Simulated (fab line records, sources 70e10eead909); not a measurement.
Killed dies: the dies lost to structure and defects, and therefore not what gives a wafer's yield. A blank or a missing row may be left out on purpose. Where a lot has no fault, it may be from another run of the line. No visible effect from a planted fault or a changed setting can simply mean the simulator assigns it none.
Which tool is to blame? / flow nandHarc / Sampling: 7 lots, 21 wafers, 5 of 1302 route steps

## WHAT THE GAUGES SHOWED, per wafer
NHARC_END_SORT_01.
lot=L987; measured=day 25 12:43; on=prober-01; defectLimitedYield (%)=88 89 86

## TOOL THAT RAN EACH LOT (tool first, then ch and the chambers of the sampled wafers, then the start)
lot=L987; NHARC_A_M1_ANNEAL_31=rtpAnneal-01 ch 0, day 24 00:07; NHARC_THIN_TSV_CMP_01=cmp-02 ch 0,3, day 24 15:46; NHARC_THIN_TSV_ETCH_15=rieSi-05 ch 0,1,3, day 24 17:45; NHARC_THIN_TSV_STRIP_62=plasmaAsher-01 ch 0, day 24 19:35
lot=L994; NHARC_A_M1_ANNEAL_31=rtpAnneal-02 ch 0, day 26 23:52; NHARC_THIN_TSV_CMP_01=cmp-01 ch 0,1,2, day 27 13:59; NHARC_THIN_TSV_ETCH_15=rieSi-01 ch 0,1,3, day 27 15:58; NHARC_THIN_TSV_STRIP_62=plasmaAsher-01 ch 0,1, day 27 17:46
lot=L996; NHARC_A_M1_ANNEAL_31=rtpAnneal-02 ch 0, day 27 02:51; NHARC_THIN_TSV_CMP_01=cmp-03 ch 0,1, day 27 20:22; NHARC_THIN_TSV_ETCH_15=rieSi-05 ch 1,2,3, day 27 22:30; NHARC_THIN_TSV_STRIP_62=plasmaAsher-02 ch 0,1, day 28 00:23
lot=L999; NHARC_A_M1_ANNEAL_31=rtpAnneal-02 ch 0, day 28 23:32; NHARC_THIN_TSV_CMP_01=cmp-02 ch 0,1,3, day 29 16:53; NHARC_THIN_TSV_ETCH_15=rieSi-06 ch 0,1,2, day 29 18:53; NHARC_THIN_TSV_STRIP_62=plasmaAsher-01 ch 0,1, day 29 21:25
lot=L102; NHARC_A_M1_ANNEAL_31=rtpAnneal-01 ch 0, day 30 03:04; NHARC_THIN_TSV_CMP_01=cmp-03 ch 2,3, day 30 19:31; NHARC_THIN_TSV_ETCH_15=rieSi-05 ch 0,1,3, day 30 21:36; NHARC_THIN_TSV_STRIP_62=plasmaAsher-02 ch 0,1, day 30 23:23
lot=L103; NHARC_A_M1_ANNEAL_31=rtpAnneal-01 ch 0, day 30 21:38; NHARC_THIN_TSV_CMP_01=cmp-02 ch 2,3, day 31 13:39; NHARC_THIN_TSV_ETCH_15=rieSi-05 ch 0,2,3, day 31 15:40; NHARC_THIN_TSV_STRIP_62=plasmaAsher-02 ch 0,1, day 31 17:26
lot=L108; NHARC_A_M1_ANNEAL_31=rtpAnneal-02 ch 0, day 32 22:16; NHARC_THIN_TSV_CMP_01=cmp-01 ch 0,1,3, day 34 16:31; NHARC_THIN_TSV_ETCH_15=rieSi-06 ch 0,1,2, day 34 18:47; NHARC_THIN_TSV_STRIP_62=plasmaAsher-01 ch 0,1, day 34 20:34
- NHARC_A_M1_ANNEAL_31: time 90 s.
- NHARC_THIN_TSV_CMP_01: polishes.
- NHARC_THIN_TSV_ETCH_15: target depth 3000 nm, bosch target overetch cycles 2, bosch etch step 2.8 s.
- NHARC_THIN_TSV_STRIP_62: strips in N2/H2, time 20 s.

## THE ANSWER, worked out from the rows above alone
Rule: usual is defined by the lots themselves. The widest of any qualifying gaps counts: lots, ordered by their means at a reading, are off when they make up no more than a third of the lots, leave a main group of 4 or more, and stand apart from it by 3 or more times the standard deviation of that group's means. If all means in a main group match to the digits the tables above print for the reading, that group is not used. Also off: a lot with no number at a reading for which 4 or more lots have one. All remaining lots with rows at the step are treated as sound.
No lot is off at any reading shown: from this, nothing can be told.

## WHAT HAD BEEN PUT IN BY THE SIMULATOR
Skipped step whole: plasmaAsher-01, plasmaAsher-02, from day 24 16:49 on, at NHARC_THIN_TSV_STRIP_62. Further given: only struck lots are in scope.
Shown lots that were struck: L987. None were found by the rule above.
